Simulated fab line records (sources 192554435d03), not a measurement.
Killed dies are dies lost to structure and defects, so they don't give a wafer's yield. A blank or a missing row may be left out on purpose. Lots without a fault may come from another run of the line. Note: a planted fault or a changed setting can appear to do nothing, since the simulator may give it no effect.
fab line records	flow n5-finfet	part 1 of 2: steps 1 to 3 of 6
[record] lots = 21	wafers = 63	last-day = 17
route steps=1938 shown HKMG_FIN@458 GATE_CUT@470
lots that met no fault: from a run of the same line without faults
start-h: hours from the record's opening day to when the first of the lot's shown wafers began	wait-h: time in hours since the lot's previous step	" repeats the value in the row above	L1.1+2: several wafers, shown together as one row	- either no value or no given start	* or withheld: withheld	< > ~ a bound
route shown NAME@n: a module of which the file shows steps, and the number in the route of the first	usual: average and standard deviation across the fault-free wafers	same: alike in all rows	chamber/n: place in a boat	sites: the reading at each site	_std_site: the values' standard deviation	_edge_site: outer sites' mean less inner sites'	radius-mm: for every site, how far away it sits from the centre of the wafer	mask NAME#n: copy n	behind: the most recent tool/chamber to have shaped the wafer	hold: why the lot went on hold/how many hours it stayed there/how the hold came to an end	device: the n, p or np transistor that did not switch	end of line: the tests these same wafers got at the end of their route	a step without rows: its recipe alone	killed: dies that structure and defects cost at the first sort, which is not the same as the wafer's yield	map: shows each die of a wafer: x if killed, . if not, _ if none is there
set.NAME: the setting the step ran with; set.NAME@STEP: the setting that earlier step ran with	model.NAME: the simulator's own value behind a step, which no gauge read
route steps across a sampled set of lots; one table per step, one row per wafer
services: from which hour (start-h, from the record's first day; less than 0 if before it) a tool's chamber was out of use, for how many hours, and why
[[steps]]
[step N5_HKMG_FIN_W_FILL_22]
[recipe] material = W	target-thk-a = 600	temp-c = 400	pressure-torr = 39.4	time-s = 18.2
[usual] chamber-pressure-Torr = 39.39/0.086	heater-power-w = 860/36	throttle-valve-pct = 19.2/1.1
[same] time-s = 18.2
lot.wafer	tool	chamber	start-h	wait-h	chamber-pressure-Torr	heater-power-w	throttle-valve-pct
L074.1	cvd-w-01	1	79.71	0.0	39.37	860	19.0
L074.2	"	0	"	"	39.53	789	20.8
L074.5	"	1	"	"	39.33	871	18.9
L075.1	cvd-w-02	1	82.48	0.0	39.34	832	17.9
L075.2	"	0	"	"	39.34	884	19.3
L075.3	"	0	"	"	39.33	867	19.0
L079.1	cvd-w-02	0	109.03	0.0	39.43	890	19.4
L079.4	"	1	"	"	39.28	820	18.0
L079.6	"	1	"	"	39.36	850	17.9
L080.4	cvd-w-01	1	117.75	0.0	39.62	829	19.2
L080.5	"	1	"	"	39.43	848	19.2
L080.6	"	0	"	"	39.51	831	21.1
L081.3	cvd-w-02	0	125.74	0.0	39.31	886	19.3
L081.4	"	1	"	"	39.23	826	17.9
L081.5	"	0	"	"	39.49	917	19.1
L082.1	cvd-w-02	1	128.00	0.0	39.37	881	18.0
L082.2	"	0	"	"	39.48	901	19.4
L082.6	"	1	"	"	39.42	848	17.9
L083.2	cvd-w-02	0	133.96	0.0	39.42	919	19.3
L083.4	"	0	"	"	39.46	893	19.4
L083.6	"	0	"	"	39.63	909	19.3
L084.1	cvd-w-01	0	137.86	0.0	39.45	818	21.0
L084.2	"	1	"	"	39.37	862	19.0
L084.6	"	0	"	"	39.30	798	21.0
L085.1	cvd-w-02	0	153.71	0.0	39.38	918	19.4
L085.5	"	0	"	"	39.39	911	19.4
L085.6	"	1	"	"	39.40	825	18.0
L086.1	cvd-w-02	1	154.33	0.0	39.49	849	18.2
L086.2	"	0	"	"	39.15	886	19.3
L086.4	"	0	"	"	39.34	892	19.4
L087.1	cvd-w-02	0	159.08	0.0	39.39	916	19.5
L087.5	"	1	"	"	39.34	826	18.0
L087.6	"	0	"	"	39.37	919	19.4
L089.1	cvd-w-02	0	169.76	0.1	39.45	897	19.6
L089.3	"	0	"	"	39.43	908	19.5
L089.4	"	0	"	"	39.47	881	19.5
L088.1	cvd-w-01	0	175.01	0.0	39.32	824	21.3
L088.4	"	0	"	"	39.52	798	21.1
L088.5	"	1	"	"	39.52	864	19.1
L090.3	cvd-w-01	0	177.11	0.0	39.52	827	21.3
L090.5	"	1	"	"	39.37	860	19.1
L090.6	"	0	"	"	39.33	791	21.4
L091.1	cvd-w-02	1	178.64	0.0	39.44	834	17.9
L091.4	"	0	"	"	39.33	917	19.4
L091.5	"	1	"	"	39.42	839	18.1
L092.2	cvd-w-02	1	189.43	0.0	39.49	856	18.1
L092.4	"	1	"	"	39.25	870	17.9
L092.6	"	0	"	"	39.26	907	19.5
L093.1	cvd-w-02	1	195.93	0.0	39.35	862	17.8
L093.4	"	1	"	"	39.41	855	17.7
L093.6	"	1	"	"	39.37	839	18.0
L094.1	cvd-w-01	1	199.41	0.0	39.41	847	18.9
L094.2	"	0	"	"	39.27	820	21.4
L094.6	"	0	"	"	39.44	816	21.4
L095.3	cvd-w-01	0	208.92	0.0	39.23	838	21.0
L095.5	"	0	"	"	39.34	825	21.5
L095.6	"	1	"	"	39.50	865	19.3
L096.1	cvd-w-02	1	211.55	0.0	39.36	854	18.2
L096.4	"	0	"	"	39.34	917	19.7
L096.6	"	1	"	"	39.52	830	18.2
L097.1	cvd-w-01	1	220.06	0.0	39.25	860	19.0
L097.2	"	0	"	"	39.28	814	21.0
L097.3	"	0	"	"	39.36	824	21.1
[step N5_GATE_CUT_STRIP_59]
[recipe] chemistry = N2/H2	time-s = 20	power-w = 100	temp-c = 40	pressure-mtorr = 100	rf-frequency-hz = 6e+07	bias-power-w = 3	n2-flow-sccm = 300	h2-flow-sccm = 300
[usual] bias-power-w = 3.001/0.0092	drypump-motor-current-A = 5.53/0.27	oes-product-au = 0.77/0.082	rf-vpp-V = 45.3/0.87	showerhead-plenum-p-Torr = 3.40/0.1	throttle-valve-pct = 12.20/0.3
[same] time-s = 20
lot.wafer	tool	chamber	start-h	wait-h	bias-power-w	drypump-motor-current-A	oes-product-au	rf-hours-counter-h	rf-vpp-V	showerhead-plenum-p-Torr	throttle-valve-pct
L074.1	rie-diel-01	2	80.97	0.1	3.021	5.78	0.70	204	44.5	3.47	12.61
L074.2	"	1	"	"	3.005	5.45	0.72	225	46.9	3.47	12.21
L074.5	"	0	"	"	3.015	5.43	0.77	-	43.9	3.25	12.16
L075.1	rie-diel-06	1	83.95	0.1	2.996	5.32	0.70	183	45.7	3.36	12.33
L075.2	"	2	"	"	2.993	5.45	0.74	155	46.3	3.52	12.19
L075.3	"	3	"	"	3.005	5.93	0.90	37	44.8	3.57	11.66
L079.1	rie-diel-01	0	110.38	0.1	2.990	5.42	0.77	133	44.0	3.25	12.20
L079.4	"	3	"	"	2.990	5.18	0.89	34	46.0	3.42	12.11
L079.6	"	1	"	"	2.997	5.48	0.72	-	46.2	3.47	12.23
L080.4	rie-diel-02	2	118.98	0.1	2.990	5.85	0.88	58	44.8	3.43	11.67
L080.5	"	0	"	"	3.003	5.11	0.69	-	44.8	3.48	12.45
L080.6	"	1	"	"	2.993	5.67	0.86	-	44.2	3.30	12.01
L081.3	rie-diel-06	1	127.05	0.1	3.002	5.30	0.70	197	43.9	3.35	12.37
L081.4	"	0	"	"	3.001	5.81	0.71	-	44.5	3.36	12.40
L081.5	"	3	"	"	2.992	5.88	0.89	-	46.0	3.56	11.72
L082.1	rie-diel-02	1	129.24	0.1	3.014	5.67	0.84	46	45.5	3.30	12.03
L082.2	"	0	"	"	3.010	5.13	0.68	218	45.2	3.47	12.46
L082.6	"	1	"	"	3.011	5.64	0.84	-	45.1	3.30	12.03
L083.2	rie-diel-06	0	135.23	0.1	2.994	5.82	0.71	213	45.9	3.35	12.42
L083.4	"	0	"	"	3.013	5.81	0.71	-	45.1	3.35	12.43
L083.6	"	1	"	"	2.993	5.31	0.69	-	43.8	3.35	12.37
L084.1	rie-diel-02	1	139.11	0.1	3.022	5.65	0.84	49	44.0	3.30	12.02
L084.2	"	2	"	"	2.994	5.84	0.85	63	45.8	3.43	11.67
L084.6	"	0	"	"	3.008	5.12	0.68	-	44.4	3.47	12.47
L085.1	rie-diel-06	2	154.96	0.1	3.004	5.43	0.74	171	45.8	3.52	12.24
L085.5	"	1	"	"	2.988	5.33	0.69	-	46.0	3.34	12.39
L085.6	"	0	"	"	3.005	5.79	0.70	-	43.6	3.35	12.44
L086.1	rie-diel-02	1	155.58	0.1	3.000	5.67	0.85	53	44.3	3.30	12.04
L086.2	"	0	"	"	3.027	5.12	0.69	225	44.8	3.47	12.50
L086.4	"	2	"	"	3.001	5.86	0.86	68	46.3	3.43	11.70
L087.1	rie-diel-06	2	160.33	0.1	3.004	5.43	0.74	174	45.3	3.51	12.26
L087.5	"	2	"	"	3.009	5.44	0.74	-	45.4	3.51	12.24
L087.6	"	3	"	"	3.001	5.89	0.86	-	46.7	3.56	11.76
L089.1	rie-diel-06	0	171.05	0.1	2.993	5.75	0.69	225	44.1	3.35	12.47
L089.3	"	2	"	"	3.001	5.43	0.74	176	45.1	3.51	12.26
L089.4	"	1	"	"	2.999	5.31	0.68	212	44.7	3.34	12.39
L088.1	rie-diel-06	2	176.25	0.1	2.997	5.44	0.73	178	44.3	3.51	12.26
L088.4	"	0	"	"	2.994	5.78	0.69	226	46.8	3.35	12.47
L088.5	"	3	"	"	2.997	5.91	0.87	-	44.5	3.55	11.75
L090.3	rie-diel-01	0	178.51	0.1	3.009	5.46	0.76	152	46.2	3.24	12.24
L090.5	"	2	"	"	3.005	5.75	0.68	-	45.2	3.45	12.68
L090.6	"	0	"	"	3.009	5.43	0.75	-	45.7	3.24	12.23
L091.1	rie-diel-01	3	180.05	0.1	3.000	5.18	0.85	54	45.3	3.41	12.17
L091.4	"	3	"	"	2.998	5.17	0.85	-	44.3	3.41	12.17
L091.5	"	2	"	"	2.986	5.78	0.68	-	45.7	3.45	12.66
L092.2	rie-diel-01	1	190.68	0.1	3.002	5.48	1.01	2	45.6	3.46	11.65
L092.4	"	2	"	"	3.002	5.79	0.67	236	44.0	3.45	12.67
L092.6	"	1	"	"	3.010	5.46	1.03	-	45.4	3.46	11.65
L093.1	rie-diel-02	3	197.33	0.1	2.996	5.33	0.74	161	45.1	3.23	12.25
L093.4	"	1	"	"	2.994	5.70	0.82	68	44.4	3.29	12.08
L093.6	"	1	"	"	2.997	5.66	0.82	-	43.3	3.29	12.06
L094.1	rie-diel-01	0	200.66	0.1	3.019	5.44	0.75	159	44.1	3.24	12.25
L094.2	"	2	"	"	2.991	5.77	0.67	239	45.2	3.45	12.70
L094.6	"	3	"	"	3.021	5.18	0.85	-	45.8	3.41	12.19
L095.3	rie-diel-02	3	210.15	0.1	3.009	5.36	0.75	165	45.8	3.23	12.27
L095.5	"	3	"	"	3.002	5.32	0.74	-	45.7	3.23	12.27
L095.6	"	0	"	"	2.995	5.10	0.68	-	44.9	3.46	12.53
L096.1	rie-diel-02	1	212.79	0.1	2.980	5.66	0.81	72	44.1	3.29	12.08
L096.4	"	2	"	"	3.019	5.87	0.83	87	45.3	3.42	11.75
L096.6	"	0	"	"	3.003	5.12	0.68	-	46.2	3.46	12.52
L097.1	rie-diel-06	0	221.31	0.1	2.983	5.76	0.69	241	45.8	3.34	12.50
L097.2	"	1	"	"	3.008	5.34	0.67	228	44.3	3.33	12.45
L097.3	"	3	"	"	3.003	5.93	0.84	80	47.1	3.54	11.78
[step N5_GATE_CUT_DESCUM_18]
[recipe] chemistry = O2	time-s = 7	source-power-w = 50	bias-power-w = 20	pressure-mtorr = 20	rf-frequency-hz = 2.712e+07	temp-c = 40	resist = CAR-EUV	o2-flow-sccm = 225
[usual] bias-power-w = 20.01/0.065	drypump-motor-current-A = 5.53/0.25	oes-product-au = 0.76/0.077	rf-fwd-power-W = 49.31/0.23	rf-vpp-V = 243.3/1.2	showerhead-plenum-p-Torr = 2.11/0.067	throttle-valve-pct = 20.45/0.24
[same] time-s = 7
lot.wafer	tool	chamber	start-h	wait-h	bias-power-w	drypump-motor-current-A	oes-product-au	rf-fwd-power-W	rf-hours-counter-h	rf-vpp-V	showerhead-plenum-p-Torr	throttle-valve-pct
L074.1	rie-diel-02	2	84.27	0.1	19.96	5.84	0.89	49.04	48	243.7	2.13	19.96
L074.2	"	0	"	"	20.17	5.13	0.70	49.46	204	244.7	2.17	20.57
L074.5	"	0	"	"	20.13	5.12	0.70	49.39	-	243.9	2.17	20.58
L075.1	rie-diel-01	3	87.60	0.0	19.99	5.15	0.91	48.83	27	244.1	2.14	20.65
L075.2	"	1	"	"	19.95	5.49	0.71	49.64	227	242.9	2.17	20.39
L075.3	"	0	"	"	20.00	5.40	0.78	49.18	126	242.2	2.02	20.54
L079.1	rie-diel-01	0	113.66	0.0	20.02	5.41	0.77	49.35	133	240.6	2.02	20.57
L079.4	"	2	"	"	20.04	5.74	0.69	49.62	214	244.1	2.16	20.84
L079.6	"	0	"	"	19.95	5.42	0.77	49.35	-	240.9	2.02	20.55
L080.4	rie-diel-06	1	122.51	0.2	20.13	5.28	0.70	49.28	194	242.4	2.08	20.56
L080.5	"	2	"	"	20.07	5.39	0.74	49.15	-	244.7	2.18	20.23
L080.6	"	1	"	"	20.08	5.30	0.70	49.20	-	242.9	2.08	20.56
L081.3	rie-diel-06	1	130.51	0.2	20.10	5.27	0.70	49.21	198	242.3	2.08	20.55
L081.4	"	0	"	"	20.01	5.75	0.72	49.09	-	242.5	2.06	20.53
L081.5	"	3	"	"	20.10	5.91	0.88	49.54	-	246.3	2.23	20.07
L082.1	rie-diel-01	1	132.54	0.0	19.96	5.51	0.70	49.54	239	243.0	2.16	20.37
L082.2	"	2	"	"	19.97	5.72	0.69	49.72	219	244.4	2.16	20.86
L082.6	"	1	"	"	20.05	5.51	0.70	49.56	-	242.9	2.16	20.38
L083.2	rie-diel-06	3	138.68	0.0	20.07	5.89	0.88	49.66	55	245.7	2.23	20.08
L083.4	"	2	"	"	19.96	5.41	0.74	49.42	167	244.2	2.18	20.24
L083.6	"	0	"	"	20.03	5.77	0.71	49.20	-	242.4	2.06	20.55
L084.1	rie-diel-02	0	143.03	0.0	19.99	5.11	0.69	49.57	221	244.4	2.17	20.61
L084.2	"	2	"	"	20.01	5.83	0.86	49.23	64	242.9	2.13	19.98
L084.6	"	0	"	"	20.01	5.11	0.69	49.40	-	242.2	2.17	20.61
L085.1	rie-diel-06	2	158.47	0.3	19.90	5.45	0.74	48.97	173	243.2	2.18	20.26
L085.5	"	1	"	"	20.09	5.31	0.69	49.17	-	243.2	2.07	20.58
L085.6	"	2	"	"	20.00	5.47	0.74	49.06	-	245.5	2.18	20.23
L086.1	rie-diel-02	1	158.86	0.0	20.06	5.65	0.84	49.27	54	242.6	2.03	20.41
L086.2	"	3	"	"	19.89	5.35	0.76	49.19	148	241.4	2.01	20.46
L086.4	"	2	"	"	20.12	5.83	0.85	49.29	70	243.5	2.13	19.99
L087.1	rie-diel-01	0	164.50	0.0	20.04	5.42	0.76	49.40	147	241.4	2.01	20.58
L087.5	"	1	"	"	20.18	5.49	0.70	49.58	-	243.6	2.16	20.40
L087.6	"	3	"	"	19.97	5.16	0.87	48.84	-	245.0	2.13	20.67
L089.1	rie-diel-01	0	174.33	0.0	20.07	5.43	0.76	49.11	151	241.4	2.01	20.58
L089.3	"	3	"	"	20.00	5.14	0.86	49.04	53	242.1	2.13	20.66
L089.4	"	2	"	"	19.99	5.71	0.69	49.62	-	243.7	2.15	20.88
L088.1	rie-diel-06	3	179.66	0.0	20.12	5.91	0.86	49.64	68	245.0	2.22	20.13
L088.4	"	1	"	"	19.98	5.31	0.68	48.94	214	243.7	2.07	20.59
L088.5	"	0	"	"	20.06	5.80	0.70	49.02	-	242.2	2.05	20.56
L090.3	rie-diel-02	2	181.99	0.0	20.00	5.85	0.84	49.29	77	242.5	2.12	20.00
L090.5	"	1	"	"	20.02	5.65	0.83	49.52	-	242.9	2.03	20.43
L090.6	"	2	"	"	19.99	5.86	0.84	49.42	-	242.0	2.12	20.00
L091.1	rie-diel-06	1	184.52	0.3	20.00	5.29	0.69	49.18	217	242.8	2.07	20.57
L091.4	"	3	"	"	19.96	5.88	0.86	49.57	69	245.2	2.22	20.11
L091.5	"	1	"	"	19.94	5.31	0.70	49.49	-	241.2	2.07	20.58
L092.2	rie-diel-06	0	194.45	0.5	20.08	5.83	0.70	49.47	232	242.4	2.05	20.57
L092.4	"	3	"	"	20.03	5.88	0.86	49.15	71	244.8	2.22	20.10
L092.6	"	0	"	"	20.11	5.82	0.69	49.43	-	242.7	2.05	20.58
L093.1	rie-diel-06	2	200.82	0.2	20.06	5.43	0.73	49.29	185	244.4	2.17	20.26
L093.4	"	0	"	"	19.94	5.79	0.70	48.90	234	242.0	2.05	20.57
L093.6	"	0	"	"	19.98	5.80	0.70	49.06	-	243.4	2.05	20.58
L094.1	rie-diel-06	2	203.96	0.0	20.08	5.44	0.73	49.27	186	244.8	2.17	20.27
L094.2	"	3	"	"	20.03	5.88	0.85	49.30	74	246.0	2.22	20.13
L094.6	"	2	"	"	19.89	5.43	0.73	49.36	-	244.8	2.17	20.26
L095.3	rie-diel-06	3	213.97	0.0	20.01	5.89	0.85	49.95	77	244.6	2.22	20.12
L095.5	"	2	"	"	20.04	5.43	0.72	49.40	-	244.1	2.17	20.27
L095.6	"	1	"	"	19.91	5.30	0.68	49.29	-	241.3	2.07	20.61
L096.1	rie-diel-01	3	216.12	0.0	19.95	5.18	0.84	49.02	65	243.9	2.13	20.68
L096.4	"	2	"	"	19.93	5.76	0.68	49.79	244	243.2	2.15	20.90
L096.6	"	3	"	"	19.90	5.17	0.84	49.02	-	243.0	2.13	20.70
L097.1	rie-diel-01	2	224.73	0.0	20.07	5.73	0.67	49.66	247	246.0	2.15	20.89
L097.2	"	3	"	"	20.01	5.16	0.83	48.67	68	243.7	2.13	20.70
L097.3	"	0	"	"	20.08	5.41	0.74	49.34	167	241.7	2.01	20.60
